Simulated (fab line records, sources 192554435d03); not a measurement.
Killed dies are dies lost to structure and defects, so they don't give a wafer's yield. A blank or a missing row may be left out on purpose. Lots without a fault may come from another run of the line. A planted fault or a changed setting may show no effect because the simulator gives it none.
Split-lot experiment | flow n5_finfet | 7 lots, 21 wafers read, on a route of 1938 steps

THE SPLIT
At N5_BEOL_M9_EXPOSE_25 (exposes mask V8), the setting dose_mj was moved away from the recipe's 37.25 on 9 of the 21 wafers read, by -6.7% to +6.4%. The other wafers ran this setting at the recipe's value.

FROM THE SPLIT TO THE READING: what the file shows between them, 2 steps
- N5_BEOL_M9_PEB_26: peb time 60 s
- N5_BEOL_M9_DEVELOP_27: develop time 30 s

THE READING
cd_nm, in nm, at N5_BEOL_M9_CD_MEAS_28 (target cd 70 nm). Fault-free wafers of this fab line usually give 69.91 nm, standard deviation 0.28 nm.

wafer  | tool, chamber at the split | dose_mj as run | against the recipe | cd_nm, nm | against lot-mates on the recipe
L076.3 | euv_scanner-02, 0          | 37.25          | recipe             | 69.53     | -
L076.4 | euv_scanner-02, 0          | 38.73          | +4.0%              | 70.39     | +0.74
L076.5 | euv_scanner-02, 0          | 37.25          | recipe             | 69.77     | -
L079.1 | euv_scanner-01, 0          | 39.63          | +6.4%              | 71.29     | +1.54
L079.3 | euv_scanner-01, 0          | 39.63          | +6.4%              | 71.26     | +1.51
L079.5 | euv_scanner-01, 0          | 37.25          | recipe             | 69.75     | -
L084.1 | euv_scanner-02, 0          | 37.25          | recipe             | 69.82     | -
L084.2 | euv_scanner-02, 0          | 37.25          | recipe             | 69.81     | -
L084.4 | euv_scanner-02, 0          | 37.25          | recipe             | 69.62     | -
L086.2 | euv_scanner-02, 0          | 37.25          | recipe             | 70.13     | -
L086.3 | euv_scanner-02, 0          | 34.77          | -6.7%              | 68.54     | -1.59
L086.6 | euv_scanner-02, 0          | 34.77          | -6.7%              | 68.18     | -1.95
L085.2 | euv_scanner-01, 0          | 35.46          | -4.8%              | 69.07     | no lot-mate on the recipe
L085.3 | euv_scanner-01, 0          | 35.46          | -4.8%              | 68.71     | no lot-mate on the recipe
L085.4 | euv_scanner-01, 0          | 35.46          | -4.8%              | 68.92     | no lot-mate on the recipe
L089.1 | euv_scanner-02, 0          | 37.25          | recipe             | 70.10     | -
L089.3 | euv_scanner-02, 0          | 38.72          | +3.9%              | 70.56     | +0.61
L089.5 | euv_scanner-02, 0          | 37.25          | recipe             | 69.81     | -
L092.1 | euv_scanner-01, 0          | 37.25          | recipe             | 69.65     | -
L092.3 | euv_scanner-01, 0          | 37.25          | recipe             | 69.80     | -
L092.4 | euv_scanner-01, 0          | 37.25          | recipe             | 69.77     | -

THE FIT
A straight line over all 21 wafers: cd_nm changes by +0.208 nm for each +1% of dose_mj; r = +0.98; the points scatter about the line by 0.18 nm.
The same after taking each lot's own level away (the mean of its wafers on the recipe; 18 wafers): +0.242 nm for each +1%; r = +0.99; scatter 0.15 nm.
On that fit, the largest move of dose_mj shifts the reading by 1.6 nm.
The lots' own levels span 69.650 to 70.130 nm, that is 1.7 times the standard deviation above.
So the lot-to-lot level changes the slope: the two fits differ.
Check: with one of the wafers moved furthest among these (-6.7%) left out of the fit, the line predicts -1.69 nm for it against its lot-mates. It came out at -1.59 nm against them.

OTHER SPLITS ON THESE WAFERS
These wafers also went through other splits before the reading. Each is held against what the fit with the lots' levels taken away leaves over:
other split on the same wafers    | wafers away from the commonest value | r with cd_nm (lot level and that fit taken away)
N5_BEOL_M6_ETCH_66 bias_w         | 8                                    | -0.03
N5_BEOL_M7_ETCH_66 bias_w         | 9                                    | -0.46
N5_BEOL_M7_ETCH_41 source_w       | 5                                    | +0.28
N5_BEOL_M8_HM_DEP_02 target_thk_a | 9                                    | -0.11
N5_BEOL_M8_EXPOSE_08 dose_mj      | 8                                    | -0.08

THE FILE'S OWN FIT
cd_nm changes by +0.231 nm for each +1% of dose_mj, r = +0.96.
